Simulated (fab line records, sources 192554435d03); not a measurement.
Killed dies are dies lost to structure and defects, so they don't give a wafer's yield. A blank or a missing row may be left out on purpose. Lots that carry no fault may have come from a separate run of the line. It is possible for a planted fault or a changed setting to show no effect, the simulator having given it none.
A struck lot beside a sound one || flow n5_finfet || 24 out of 1938 route steps
Sound: these wafers, L732.4, L732.5, L732.6. Wafers L740.1, L740.4, L740.5 were the ones struck. The cause comes at the end.
Order at every step that has rows: each side's tool, ch and its chambers, its first start. Under that, the readings that differ: sound wafers || struck wafers || difference of the means || sigmas: that difference in standard deviations of wafers without a fault.
alike: readings with means less than 2 such deviations apart, plus words and numbers identical on both sides. not compared: withheld readings, readings lacking a value on some wafer, bounds such as >300 that could conceal the same value, and numbers that have no deviation in the record and whose values overlap.
A row with sigmas, a row that says differs or no value, or rows on one side alone: a step with any of these is where the two part. Non-overlapping numbers with no deviation appear without sigmas and do not part them. A reading missing from all wafers of one side parts the sides only when that side holds two or more wafers.

first, 1 step without rows for these wafers: N5_BEOL_M0_SAQP_COAT_105 (time 60 s, resist thk 100 nm).
N5_BEOL_M0_SAQP_ETCH_106: etches SOC in N2/H2, stops on SiNx, target depth 150 nm.
  sound on rie_diel-01 ch 0,3, day 7 13:07; struck on rie_diel-02 ch 0,1,2, day 9 11:25
  alike: chamber_pressure_mTorr, drypump_motor_current_A, oes_product_au, rf_vpp_V, showerhead_plenum_p_Torr, throttle_valve_pct
  not compared: rf_hours_counter_h
then, 2 steps without rows for these wafers: N5_BEOL_M0_SAQP_ETCH_107 (etches SiNx in CH3F/O2, target depth 30 nm); N5_BEOL_M0_SAQP_STRIP_108 (strips in N2/H2).
N5_BEOL_M0_SAQP_RECESS_109: chemistry HF/NH3, target SiO2, target depth 3 nm, afs cycles 1, sublimation time 60 s.
  sound on vapor_etch-01 ch 0,1, day 7 13:35; struck on vapor_etch-01 ch 1, day 9 11:34
  alike: drypump_motor_current_A
N5_BEOL_M0_SAQP_SPACER2_ALD_26: deposits SiO2, target thk 15 nm, pulse time 1 s, purge time 2 s.
  sound on ald_sin-04 ch 0,1,3, day 7 13:41; struck on ald_sin-02 ch 1,2, day 9 11:55
  alike: heater_power_w, precursor_pulse_height_rel
  not compared: since_wet_clean_h
N5_BEOL_M0_SAQP_SPACER2_ETCHBACK_27: etches SiO2 in CHF3/O2, target depth 22.5 nm, time 11.25 s.
  sound on rie_diel-01 ch 1,2, day 7 14:14; struck on rie_diel-02 ch 0,2,3, day 9 12:28
  alike: CHF3_flow_sccm, chamber_pressure_mTorr, drypump_motor_current_A, oes_product_au, rf_vpp_V, showerhead_plenum_p_Torr, throttle_valve_pct
  not compared: rf_hours_counter_h
then, 1 step without rows for these wafers: N5_BEOL_M0_SAQP_MANDREL2_REMOVE_110 (chemistry HBr/Cl2/O2, target a-Si, stops on SiCN, bt time 10 s).
N5_BEOL_M0_SAQP_CD_MEAS_29: target cd 14.4 nm.
  sound on cd_sem-01 ch 0, day 7 14:26; struck on cd_sem-03 ch 0, day 9 12:40
  alike: cd_nm
then, 3 steps without rows for these wafers: N5_BEOL_M0_SAQP_COAT_69 (time 60 s, resist thk 90 nm); N5_BEOL_M0_SAQP_COAT_72 (time 60 s, resist thk 15 nm); N5_BEOL_M0_SAQP_COAT_87 (time 60 s, resist thk 5 nm).
N5_BEOL_M0_SAQP_COAT_34: resist thk 30 nm.
  sound on litho_track-05 ch 0, day 7 14:29; struck on litho_track-02 ch 0, day 9 12:43
{"reading": "spin_speed_rpm (rpm)", "sound": "1500.2 1497.9 1499.5", "struck": "1671.3 1673.1 1669.2", "difference": "+172.0", "sigmas": "+99 or more"}
{"reading": "model.CAR-EUV_of_BEOL_M0_SAQP_COAT_34.thk_nm (nm)", "sound": "29.8 30 30", "struck": "28.4 28.4 28.4", "difference": -1.5, "sigmas": ""}
  alike: chill_plate_temp_C
then, 5 steps without rows for these wafers: N5_BEOL_M0_SAQP_EBR_36; N5_BEOL_M0_SAQP_SOFTBAKE_35 (time 60 s); N5_BEOL_M0_SAQP_EXPOSE_37 (exposes mask M0 CUT1, target cd 30 nm); N5_BEOL_M0_SAQP_PEB_38 (peb time 60 s); N5_BEOL_M0_SAQP_DEVELOP_39 (develop time 30 s).
N5_BEOL_M0_SAQP_CD_MEAS_40: target cd 30 nm.
  sound on cd_sem-03 ch 0, day 7 14:52; struck on cd_sem-01 ch 0, day 9 12:58
  alike: cd_nm
N5_BEOL_M0_SAQP_OVL_MEAS_41:
  sound on overlay-01 ch 0, day 7 14:55; struck on overlay-01 ch 0, day 9 13:00
{"reading": "M0_CUT1_OVL (nm)", "sound": "-2.4 -1.3 -2.1", "struck": "0.5 -1.4 -0.3", "difference": "+1.5", "sigmas": "+2"}
N5_BEOL_M0_SAQP_INSPECT_42: inspects for defects (brightfield).
  sound on defect_inspect-01, day 7 14:58; struck on defect_inspect-02, day 9 13:04
  alike: raw_defect_count
N5_BEOL_M0_SAQP_DESCUM_45: chemistry O2, time 7 s.
  sound on rie_diel-02 ch 0,2,3, day 7 15:15; struck on rie_diel-02 ch 0,3, day 9 13:05
{"reading": "model.CAR-EUV_of_BEOL_M0_SAQP_COAT_34.thk_nm (nm)", "sound": "25.8 26 26", "struck": "24.4 24.4 24.4", "difference": -1.5, "sigmas": ""}
  alike: chamber_pressure_mTorr, drypump_motor_current_A, oes_product_au, rf_vpp_V, showerhead_plenum_p_Torr, throttle_valve_pct
  not compared: rf_hours_counter_h
N5_BEOL_M0_SAQP_ETCH_88: etches underlayer in N2/H2, target depth 6.5 nm, time 5.2 s.
  sound on rie_diel-02 ch 0,2,3, day 7 15:17; struck on rie_diel-02 ch 0,3, day 9 13:08
  alike: chamber_pressure_mTorr, drypump_motor_current_A, etch_rf_on_time_s, oes_product_au, rf_vpp_V, showerhead_plenum_p_Torr, throttle_valve_pct
  not compared: rf_hours_counter_h
-- the record jumps here: 8 days lie between the struck wafers' starts before and after (it left off in module BEOL_M0_SAQP and takes up again in module PASSIVATION, whose first step shown is number 1936 of the route) --
N5_PASSIVATION_PROBE_49:
  only the struck wafers here have rows in the record (prober-02, day 17 01:44); the sound ones have none

WHERE THEY PART
At N5_BEOL_M0_SAQP_COAT_34 first; at N5_PASSIVATION_PROBE_49 last (within this record only).

WHY: whatever the simulator had introduced
Drift in process parameters on litho_track-02 at N5_BEOL_M0_SAQP_COAT_34, starting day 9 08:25. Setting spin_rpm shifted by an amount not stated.
